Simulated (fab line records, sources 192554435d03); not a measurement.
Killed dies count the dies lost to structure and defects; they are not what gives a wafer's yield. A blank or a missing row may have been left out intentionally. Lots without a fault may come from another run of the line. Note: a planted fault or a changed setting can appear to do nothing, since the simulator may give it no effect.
fab line records ; flow n5_finfet ; part 2 of 2: steps 24 to 32 of 32
record: lots: 5; wafers: 15; last_day: 18
route steps=1938 shown BEOL_M10@1475
lots with no fault: from the same line, run without faults
start_h: start of the lot's first displayed wafer, in hours after the record's first day ; wait_h: hours since the lot's step before ; " repeats the value in the row above ; L1.1+2: one row covering several wafers at once ; - no value, or no start was given ; * or withheld: withheld ; < > ~ a bound
route shown NAME@n: NAME is a module with steps in the file, n the number in the route of the first one ; usual: mean and standard deviation over wafers with no fault ; same: alike in all rows ; chamber/n: place in a boat ; sites: the reading at each site ; _std_site: how widely they spread, as a standard deviation ; _edge_site: mean of outer sites minus mean of inner sites ; radius_mm: how far each site lies from the wafer's centre ; mask NAME#n: copy n ; behind: tool/chamber where the wafer was last shaped ; hold: what put the lot on hold/how long, in hours/how the hold closed ; device: whichever transistor did not switch (one of n, p or np) ; end of line: tests of these same wafers at the route's end ; step lacking rows: just its recipe ; killed: not the wafer's yield, but the dies lost to structure and defects at the first sort ; map: per-die view of a wafer (x killed, . not killed, _ where there is no die)
set.NAME: the setting as run; set.NAME@STEP: as run at that earlier step ; model.NAME: the simulator's own value behind a step, which no gauge read
lots seen at some steps along the route; tables by step, rows by wafer
services: from which hour (start_h, from the record's first day; less than 0 if before it) a tool's chamber was out of use, for how many hours, and why
== steps ==
step: N5_BEOL_M10_SOFTBAKE_23
recipe: temp_c: 110; time_s: 60; resist: CAR-ArF
usual: heater_power_total_W: 175.4/1.6
lot.wafer;tool;chamber;start_h;wait_h;heater_power_total_W
L080.2;litho_track-01;0;-;-;177.6
L080.4;litho_track-01;0;-;-;173.0
L080.6;litho_track-01;0;-;-;173.7
L082.2;litho_track-04;0;-;-;176.7
L082.3;litho_track-04;0;-;-;174.1
L082.6;litho_track-04;0;-;-;177.0
L090.4;litho_track-01;0;-;-;173.0
L090.5;litho_track-01;0;-;-;176.8
L090.6;litho_track-01;0;-;-;174.1
L094.2;litho_track-03;0;-;-;173.0
L094.3;litho_track-03;0;-;-;174.1
L094.5;litho_track-03;0;-;-;177.4
L097.2;litho_track-04;0;-;-;177.2
L097.3;litho_track-04;0;-;-;174.0
L097.5;litho_track-04;0;-;-;174.8
step: N5_BEOL_M10_EXPOSE_25
recipe: mask_id: V9; na: 1.35; source_shape: annular; sigma_inner: 0.5; sigma_outer: 0.8; polarization: unpolarized; dose_mj: 85.5
lot.wafer;tool;chamber;start_h;wait_h;mask
L080.2+4+6;arfi_scanner-01;0;264.16;-;V9#0
L082.2+3+6;arfi_scanner-03;0;288.57;-;V9#0
L090.4+5+6;arfi_scanner-01;0;336.11;-;V9#0
L094.2+3+5;arfi_scanner-02;0;352.67;-;V9#0
L097.2+3+5;arfi_scanner-02;0;369.19;-;V9#0
step: N5_BEOL_M10_PEB_26
recipe: peb_temp_c: withheld; peb_time_s: 60; resist: CAR-ArF
lot.wafer;tool;chamber;start_h;wait_h
L080.2+4+6;litho_track-01;0;264.21;0.1
L082.2+3+6;litho_track-04;0;288.63;0.1
L090.4+5+6;litho_track-01;0;336.15;0.0
L094.2+3+5;litho_track-03;0;352.72;0.1
L097.2+3+5;litho_track-03;0;369.25;0.1
step: N5_BEOL_M10_DEVELOP_27
recipe: develop_time_s: 30; developer: TMAH; resist: CAR-ArF; rinse_liquid: diw; dry: air_spin; dev_temp_c: 23
lot.wafer;tool;chamber;start_h;wait_h
L080.2+4+6;litho_track-01;0;-;-
L082.2+3+6;litho_track-04;0;-;-
L090.4+5+6;litho_track-01;0;-;-
L094.2+3+5;litho_track-03;0;-;-
L097.2+3+5;litho_track-03;0;-;-
step: N5_BEOL_M10_CD_MEAS_28
recipe: target_cd_nm: 70; landing_energy_ev: 500; detector: se_inlens; polarity: opening
usual: cd_nm: 70.0/0.89
lot.wafer;tool;chamber;start_h;wait_h;cd_nm
L080.2;cd_sem-03;0;264.28;-;70.2
L080.4;cd_sem-03;0;264.28;-;70.2
L080.6;cd_sem-03;0;264.28;-;71.0
L082.2;cd_sem-03;0;288.70;-;69.1
L082.3;cd_sem-03;0;288.70;-;69.2
L082.6;cd_sem-03;0;288.70;-;70.4
L090.4;cd_sem-02;0;336.22;-;70.6
L090.5;cd_sem-02;0;336.22;-;69.4
L090.6;cd_sem-02;0;336.22;-;68.7
L094.2;cd_sem-03;0;352.79;-;70.1
L094.3;cd_sem-03;0;352.79;-;70.7
L094.5;cd_sem-03;0;352.79;-;68.6
L097.2;cd_sem-01;0;369.31;-;72.2
L097.3;cd_sem-01;0;369.31;-;71.0
L097.5;cd_sem-01;0;369.31;-;72.0
step: N5_BEOL_M10_OVL_MEAS_29
recipe: points_per_wafer: 44
usual: V9_OVL: -0.6/0.83
lot.wafer;tool;chamber;start_h;wait_h;V9_OVL[nm]
L080.2;overlay-02;0;264.31;0.0;-1.8
L080.4;overlay-02;0;264.31;0.0;-2.2
L080.6;overlay-02;0;264.31;0.0;-2.7
L082.2;overlay-01;0;288.73;0.0;-1.5
L082.3;overlay-01;0;288.73;0.0;-0.3
L082.6;overlay-01;0;288.73;0.0;-1.3
L090.4;overlay-01;0;336.25;0.0;-2.4
L090.5;overlay-01;0;336.25;0.0;-0.8
L090.6;overlay-01;0;336.25;0.0;-1.2
L094.2;overlay-02;0;352.82;0.0;0.4
L094.3;overlay-02;0;352.82;0.0;0.1
L094.5;overlay-02;0;352.82;0.0;0.7
L097.2;overlay-02;0;369.34;0.0;0.8
L097.3;overlay-02;0;369.34;0.0;0.0
L097.5;overlay-02;0;369.34;0.0;0.3
step: N5_BEOL_M10_INSPECT_30
recipe: mode: adi; inspect_instrument: brightfield
usual: raw_defect_count: 373/81
lot.wafer;tool;chamber;start_h;wait_h;raw_defect_count
L080.2;defect_inspect-02;-;264.33;0.0;469
L080.4;defect_inspect-02;-;264.33;0.0;348
L080.6;defect_inspect-02;-;264.33;0.0;337
L082.2;defect_inspect-02;-;288.75;0.0;337
L082.3;defect_inspect-02;-;288.75;0.0;273
L082.6;defect_inspect-02;-;288.75;0.0;441
L090.4;defect_inspect-01;-;336.27;0.0;223
L090.5;defect_inspect-01;-;336.27;0.0;307
L090.6;defect_inspect-01;-;336.27;0.0;230
L094.2;defect_inspect-02;-;352.84;0.0;611
L094.3;defect_inspect-02;-;352.84;0.0;427
L094.5;defect_inspect-02;-;352.84;0.0;607
L097.2;defect_inspect-02;-;369.37;0.0;479
L097.3;defect_inspect-02;-;369.37;0.0;354
L097.5;defect_inspect-02;-;369.37;0.0;353
step: N5_BEOL_M10_DESCUM_33
recipe: chemistry: O2; time_s: 7.9; source_power_w: 50; bias_power_w: 20; pressure_mtorr: 20; rf_frequency_hz: 2.712e+07; temp_c: 40; resist: CAR-ArF; o2_flow_sccm: 225
usual: drypump_motor_current_A: 5.9/0.32; oes_product_au: 0.78/0.079; rf_vpp_V: 242.7/1.4; showerhead_plenum_p_Torr: 2.06/0.07; throttle_valve_pct: 20.44/0.27
lot.wafer;tool;chamber;start_h;wait_h;drypump_motor_current_A;oes_product_au;rf_hours_counter_h;rf_vpp_V;showerhead_plenum_p_Torr;throttle_valve_pct
L080.2;rie_diel-01;3;264.57;0.2;5.7;0.76;154;240.7;2.01;20.70
L080.4;rie_diel-01;0;264.57;0.2;6.0;0.78;132;241.0;2.02;20.21
L080.6;rie_diel-01;1;264.57;0.2;5.9;0.97;-;241.5;2.06;20.16
L082.2;rie_diel-01;1;289.10;0.3;6.0;0.94;11;242.3;2.06;20.17
L082.3;rie_diel-01;0;289.10;0.3;6.1;0.78;141;242.1;2.02;20.23
L082.6;rie_diel-01;0;289.10;0.3;6.0;0.78;-;242.8;2.02;20.23
L090.4;rie_diel-01;3;336.31;0.0;5.7;0.73;181;241.1;2.00;20.73
L090.5;rie_diel-01;3;336.31;0.0;5.7;0.72;-;242.2;2.00;20.72
L090.6;rie_diel-01;0;336.31;0.0;6.1;0.76;-;242.8;2.01;20.25
L094.2;rie_diel-03;3;352.88;0.0;5.9;0.71;231;241.3;1.98;20.71
L094.3;rie_diel-03;1;352.88;0.0;6.3;0.83;76;242.6;2.03;20.08
L094.5;rie_diel-03;3;352.88;0.0;5.9;0.70;-;239.9;1.98;20.69
L097.2;rie_diel-03;3;369.70;0.3;5.9;0.71;237;240.8;1.98;20.72
L097.3;rie_diel-03;0;369.70;0.3;5.1;0.85;56;241.7;2.03;20.31
L097.5;rie_diel-03;2;369.70;0.3;5.5;0.70;-;245.6;2.17;20.96
step: N5_BEOL_M10_ETCH_65
recipe: chemistry: CF4; target: SiARC; target_depth_a: 390; mask_material: CAR-ArF; time_s: 65; ion_energy_ev: 80; pressure_mtorr: 40; source_w: 545; bias_w: 36; Ar_flow_sccm: 100; cf4_flow_sccm: 100; ends: cleared
usual: drypump_motor_current_A: 5.9/0.32; etch_rf_on_time_s: 64.9/1.2; oes_product_au: 0.67/0.066; rf_vpp_V: 183.7/1.1; showerhead_plenum_p_Torr: 2.11/0.07; throttle_valve_pct: 15.62/0.3
lot.wafer;tool;chamber;start_h;wait_h;drypump_motor_current_A;etch_rf_on_time_s;oes_product_au;rf_hours_counter_h;rf_vpp_V;showerhead_plenum_p_Torr;throttle_valve_pct
L080.2;rie_diel-01;3;264.60;0.0;5.7;63.1;0.64;154;181.8;2.06;15.86
L080.4;rie_diel-01;0;264.60;0.0;6.0;65.1;0.68;132;183.0;2.06;15.33
L080.6;rie_diel-01;1;264.60;0.0;6.0;64.7;0.83;-;182.4;2.10;15.25
L082.2;rie_diel-01;1;289.13;0.0;6.0;63.2;0.80;11;183.6;2.10;15.28
L082.3;rie_diel-01;0;289.13;0.0;6.1;65.4;0.67;141;183.2;2.05;15.34
L082.6;rie_diel-01;0;289.13;0.0;6.1;64.6;0.67;-;184.2;2.05;15.32
L090.4;rie_diel-01;3;336.34;0.0;5.7;62.7;0.63;181;181.0;2.05;15.91
L090.5;rie_diel-01;3;336.34;0.0;5.7;62.7;0.63;-;184.1;2.05;15.92
L090.6;rie_diel-01;0;336.34;0.0;6.0;65.1;0.66;-;183.3;2.05;15.38
L094.2;rie_diel-03;3;352.91;0.0;5.9;65.6;0.60;231;183.3;2.04;15.98
L094.3;rie_diel-03;1;352.91;0.0;6.3;64.4;0.71;76;182.1;2.08;15.33
L094.5;rie_diel-03;3;352.91;0.0;5.9;65.2;0.60;-;182.3;2.04;15.96
L097.2;rie_diel-03;3;369.73;0.0;5.9;65.1;0.60;237;184.0;2.04;15.97
L097.3;rie_diel-03;0;369.73;0.0;5.1;65.2;0.71;56;183.3;2.09;15.51
L097.5;rie_diel-03;2;369.73;0.0;5.5;65.3;0.61;-;186.4;2.20;16.06
== services ==
tool;chamber;start_h;hours;kind
rie_metal-02;-;239.47;1.7;repair
rie_diel-04;-;240.08;14.6;pm
rie_diel-01;1;244.09;-;clean
rie_diel-01;1;244.09;-;consumable_replace:focus_ring
rie_diel-01;1;244.09;13.9;scheduled_down
rie_diel-01;1;244.09;13.9;vent_cycle
arfi_scanner-03;-;249.57;3.1;pm
arfi_scanner-03;-;265.34;1.0;pm
arfi_scanner-02;-;270.20;0.8;pm
arfi_scanner-02;-;281.76;1.3;pm
rie_diel-01;2;290.57;-;clean
rie_diel-01;2;290.57;-;consumable_replace:focus_ring
rie_diel-01;2;290.57;21.6;scheduled_down
rie_metal-01;-;292.87;14.6;pm
rie_metal-02;1;310.40;10.4;repair
arfi_scanner-01;-;319.63;3.9;pm
arfi_scanner-03;-;325.86;1.3;pm
arfi_scanner-01;-;336.77;1.3;pm
arfi_scanner-02;-;336.98;1.0;pm
rie_diel-04;1;344.77;30.9;repair
litho_track-01;-;350.61;-;consumable_replace:filter
arfi_scanner-03;-;353.47;0.8;pm
arfi_scanner-01;-;355.83;3.1;pm
rie_diel-03;-;361.14;2.8;pm
